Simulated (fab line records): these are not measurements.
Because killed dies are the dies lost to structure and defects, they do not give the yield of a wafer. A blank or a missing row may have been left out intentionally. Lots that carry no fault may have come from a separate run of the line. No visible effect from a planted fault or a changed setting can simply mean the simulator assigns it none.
The tool behind it: which one? / flow nand harc / 6 lots with 18 wafers sampled at 2 steps, on a route of 1159 steps

WHAT EACH GAUGE READ, for each wafer
NHARC_P_ZERO_WELL_CD_MEAS_37: the cd target is 720 nm.
lot=L997; measured=day 2 04:07; on=cd sem-02; cd nm (nm)=716.3 717.8 717.1
lot=L999; measured=day 2 16:11; on=cd sem-03; cd nm (nm)=720.5 720.4 717.4
lot=L110; measured=day 5 10:32; on=cd sem-03; cd nm (nm)=720.3 720.5 718.8
lot=L112; measured=day 5 22:11; on=cd sem-03; cd nm (nm)=719.1 721.3 722.4
lot=L114; measured=day 6 10:14; on=cd sem-02; cd nm (nm)=716.7 720.1 719.7
lot=L117; measured=day 7 04:08; on=cd sem-03; cd nm (nm)=715.7 718.1 718.9

EACH LOT AND THE TOOL THAT RAN IT (in order: tool; ch and the chambers of the sampled wafers; start)
lot=L997; NHARC_P_ZERO_WELL_EXPOSE_34=krf scanner-03 ch 0, day 2 03:58
lot=L999; NHARC_P_ZERO_WELL_EXPOSE_34=krf scanner-03 ch 0, day 2 16:02
lot=L110; NHARC_P_ZERO_WELL_EXPOSE_34=krf scanner-01 ch 0, day 5 10:22
lot=L112; NHARC_P_ZERO_WELL_EXPOSE_34=krf scanner-02 ch 0, day 5 22:02
lot=L114; NHARC_P_ZERO_WELL_EXPOSE_34=krf scanner-02 ch 0, day 6 10:05
lot=L117; NHARC_P_ZERO_WELL_EXPOSE_34=krf scanner-02 ch 0, day 7 03:59
- NHARC_P_ZERO_WELL_EXPOSE_34: exposes mask P PWELL, target cd 720 nm.

THE ANSWER, worked out from the rows above alone
Rule: usual is defined by the lots themselves. The widest of any qualifying gaps counts: lots, ordered by their means at a reading, are off when they make up no more than a third of the lots, leave a main group of 4 or more, and stand apart from it by 3 or more times the standard deviation of that group's means. Not used: any main group whose means are identical at the precision the tables above print for the reading. A lot without any number at a reading at which 4 lots or more have one is off too. Any other lot the step has rows for is counted as sound.
None of the lots is off at any reading shown; this tells nothing.

WHAT HAD BEEN PUT IN BY THE SIMULATOR
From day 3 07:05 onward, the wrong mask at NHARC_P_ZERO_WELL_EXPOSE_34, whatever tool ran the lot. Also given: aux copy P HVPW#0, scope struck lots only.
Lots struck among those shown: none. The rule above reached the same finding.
